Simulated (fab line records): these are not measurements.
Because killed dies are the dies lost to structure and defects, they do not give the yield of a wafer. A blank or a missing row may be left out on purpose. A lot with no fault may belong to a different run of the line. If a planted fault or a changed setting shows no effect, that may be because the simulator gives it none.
Chamber matching / flow n5Finfet / rieDiel-06 running N5_SD_EPI_N_ETCHBACK_44: 4 sister chambers
The step etches SiNx in CH3F/O2, stops on SiO2, target depth 14.5 nm. 4 wafers are shown with their chamber, then 8 later ones without.

## WAFERS, EACH WITH ITS CHAMBER
wafer=L079.4; chamber=2; drypumpMotorCurrentA (A)=6.26
wafer=L082.5; chamber=3; drypumpMotorCurrentA (A)=5.26
wafer=L089.2; chamber=1; drypumpMotorCurrentA (A)=5.42
wafer=L090.3; chamber=0; drypumpMotorCurrentA (A)=5.80

## WAFERS MISSING THEIR CHAMBER
wafer=L090.4; drypumpMotorCurrentA (A)=5.22
wafer=L090.5; drypumpMotorCurrentA (A)=5.42
wafer=L091.2; drypumpMotorCurrentA (A)=6.27
wafer=L091.3; drypumpMotorCurrentA (A)=5.80
wafer=L091.6; drypumpMotorCurrentA (A)=5.44
wafer=L097.1; drypumpMotorCurrentA (A)=5.40
wafer=L097.4; drypumpMotorCurrentA (A)=5.42
wafer=L097.6; drypumpMotorCurrentA (A)=5.79

## CHAMBER TAKEN BY EACH
wafer=L090.4; from the rows above=3; in truth=3
wafer=L090.5; from the rows above=1; in truth=1
wafer=L091.2; from the rows above=2; in truth=2
wafer=L091.3; from the rows above=0; in truth=0
wafer=L091.6; from the rows above=1; in truth=1
wafer=L097.1; from the rows above=1; in truth=1
wafer=L097.4; from the rows above=1; in truth=1
wafer=L097.6; from the rows above=0; in truth=0
8 of 8 placed correctly. Can't be placed from these rows: 0. Number placed wrongly: 0.
How it was worked out, from the rows above alone: a wafer's distance from a chamber is the root of the sum, over the readings, of the square of ((its reading less the chamber's mean) divided by the reading's scatter). If the next closest chamber is less than 2 further off than the closest, the wafer can't be placed; otherwise it belongs to the closest. A chamber's mean is the mean of its shown wafers. The scatter (one wafer shown for each chamber): square how far every hidden wafer sits from the nearest shown wafer, average those squares and take the square root.
